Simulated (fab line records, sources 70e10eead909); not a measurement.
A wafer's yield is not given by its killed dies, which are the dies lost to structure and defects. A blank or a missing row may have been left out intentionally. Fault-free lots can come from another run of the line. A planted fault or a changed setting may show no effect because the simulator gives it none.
Chamber matching || flow nand-harc || NHARC_A_STAIRCASE_DEP_151 on pecvd-04: 3 sister chambers
The step deposits SiO2, target thk 7200 nm. 6 wafers are shown with their chamber, then 7 later ones without.

== WAFERS WITH THEIR CHAMBER ==
{"wafer": "L081.4", "chamber": 2, "heater-power-w (W)": 665}
{"wafer": "L081.6", "chamber": 1, "heater-power-w (W)": 525}
{"wafer": "L082.4", "chamber": 1, "heater-power-w (W)": 527}
{"wafer": "L082.5", "chamber": 0, "heater-power-w (W)": 598}
{"wafer": "L085.1", "chamber": 0, "heater-power-w (W)": 635}
{"wafer": "L085.2", "chamber": 2, "heater-power-w (W)": 693}

== WAFERS WITH NO CHAMBER GIVEN ==
{"wafer": "L085.5", "heater-power-w (W)": 604}
{"wafer": "L089.1", "heater-power-w (W)": 851}
{"wafer": "L089.3", "heater-power-w (W)": 586}
{"wafer": "L089.6", "heater-power-w (W)": 598}
{"wafer": "L092.3", "heater-power-w (W)": 770}
{"wafer": "L092.4", "heater-power-w (W)": 667}
{"wafer": "L092.6", "heater-power-w (W)": 537}

== THE CHAMBER EACH PASSED THROUGH ==
{"wafer": "L085.5", "from the rows above": 0, "in truth": 0}
{"wafer": "L089.1", "from the rows above": 2, "in truth": 2}
{"wafer": "L089.3", "from the rows above": "can't be placed: 0 or 1", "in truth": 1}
{"wafer": "L089.6", "from the rows above": 0, "in truth": 0}
{"wafer": "L092.3", "from the rows above": 2, "in truth": 2}
{"wafer": "L092.4", "from the rows above": 2, "in truth": 2}
{"wafer": "L092.6", "from the rows above": 1, "in truth": 1}
Placed correctly: 6 of 7. Cannot be placed on the basis of these rows: 1; the candidates contain the true chamber in 1. Number placed wrongly: 0.
How it was worked out, from the rows above alone: a wafer's distance from a chamber is the root of the sum, over the readings, of the square of ((its reading less the chamber's mean) divided by the reading's scatter). The wafer belongs to the nearest chamber; if the next one is less than 2 further off, it can't be placed. Each chamber's mean is taken over the wafers shown for it. The scatter: the root of (the sum of the squares of (reading less its chamber's mean) over the shown wafers, divided by (wafers less chambers)).
